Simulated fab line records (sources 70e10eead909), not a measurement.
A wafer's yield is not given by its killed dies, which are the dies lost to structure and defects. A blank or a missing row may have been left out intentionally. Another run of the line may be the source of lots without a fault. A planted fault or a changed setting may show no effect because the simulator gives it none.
Matching of chambers :: flow nand harc :: NHARC_A_CONTACT_ALD_18 on ald metal-04 has 4 sister chambers
The step deposits TiN, target thk 3 nm, pulse time 1 s, ald cycles 150. 16 wafers are shown with their chamber, then 8 later ones without.

## WAFERS PAIRED WITH THEIR CHAMBERS
wafer: L075.1
chamber: 1
heater power w (W): 1320
precursor pulse height rel: 0.989

wafer: L075.2
chamber: 2
heater power w (W): 1045
precursor pulse height rel: 1.037

wafer: L075.3
chamber: 0
heater power w (W): 1155
precursor pulse height rel: 1.020

wafer: L075.4
chamber: 3
heater power w (W): 1029
precursor pulse height rel: 1.026

wafer: L075.5
chamber: 2
heater power w (W): 1045
precursor pulse height rel: 1.039

wafer: L075.6
chamber: 1
heater power w (W): 1285
precursor pulse height rel: 0.994

wafer: L083.2
chamber: 1
heater power w (W): 1216
precursor pulse height rel: 1.008

wafer: L083.3
chamber: 3
heater power w (W): 1090
precursor pulse height rel: 0.982

wafer: L083.4
chamber: 0
heater power w (W): 1124
precursor pulse height rel: 1.000

wafer: L086.1
chamber: 3
heater power w (W): 1099
precursor pulse height rel: 1.005

wafer: L086.3
chamber: 1
heater power w (W): 1252
precursor pulse height rel: 0.993

wafer: L086.5
chamber: 2
heater power w (W): 1017
precursor pulse height rel: 0.980

wafer: L089.3
chamber: 1
heater power w (W): 1224
precursor pulse height rel: 0.985

wafer: L089.4
chamber: 2
heater power w (W): 1022
precursor pulse height rel: 0.978

wafer: L089.5
chamber: 0
heater power w (W): 1143
precursor pulse height rel: 1.036

wafer: L088.1
chamber: 1
heater power w (W): 1226
precursor pulse height rel: 0.994

SIGNATURES (averages over the wafers above)
reading: heater power w
chamber 0: 1140.67
chamber 1: 1253.83
chamber 2: 1032.25
chamber 3: 1072.67
scatter within a chamber: 32.3

reading: precursor pulse height rel
chamber 0: 1.01867
chamber 1: 0.99383
chamber 2: 1.00850
chamber 3: 1.00433
scatter within a chamber: 0.0212
Rule: for each reading, subtract the chamber's mean from the wafer's reading, divide by that reading's scatter and square the result; add these up over the readings and take the root, which gives the wafer's distance from the chamber. If the next closest chamber is less than 2 further off than the closest, the wafer can't be placed; otherwise it belongs to the closest. The scatter: take each reading less its chamber's mean, square it, sum over the shown wafers, divide by the number of wafers less the number of chambers, and take the root.

## WAFERS MISSING THEIR CHAMBER
wafer: L088.3
heater power w (W): 995
precursor pulse height rel: 0.980

wafer: L088.6
heater power w (W): 1086
precursor pulse height rel: 1.010

wafer: L091.4
heater power w (W): 1078
precursor pulse height rel: 0.982

wafer: L091.5
heater power w (W): 1138
precursor pulse height rel: 0.992

wafer: L091.6
heater power w (W): 1221
precursor pulse height rel: 1.034

wafer: L095.2
heater power w (W): 1236
precursor pulse height rel: 1.021

wafer: L095.3
heater power w (W): 1138
precursor pulse height rel: 1.024

wafer: L095.4
heater power w (W): 996
precursor pulse height rel: 0.998

## WHICH CHAMBER EACH WENT THROUGH
wafer: L088.3
from the rows above: can't be placed: 2 or 3
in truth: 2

wafer: L088.6
from the rows above: can't be placed: 3 or 2 or 0
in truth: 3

wafer: L091.4
from the rows above: can't be placed: 3 or 2 or 0
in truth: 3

wafer: L091.5
from the rows above: can't be placed: 0 or 3
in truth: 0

wafer: L091.6
from the rows above: can't be placed: 1 or 0
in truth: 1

wafer: L095.2
from the rows above: can't be placed: 1 or 0
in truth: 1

wafer: L095.3
from the rows above: can't be placed: 0 or 3
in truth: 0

wafer: L095.4
from the rows above: can't be placed: 2 or 3
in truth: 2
Correct placement for 0 of the 8. Cannot be placed on the basis of these rows: 8; the candidates contain the true chamber in 8. 0 placed wrongly.
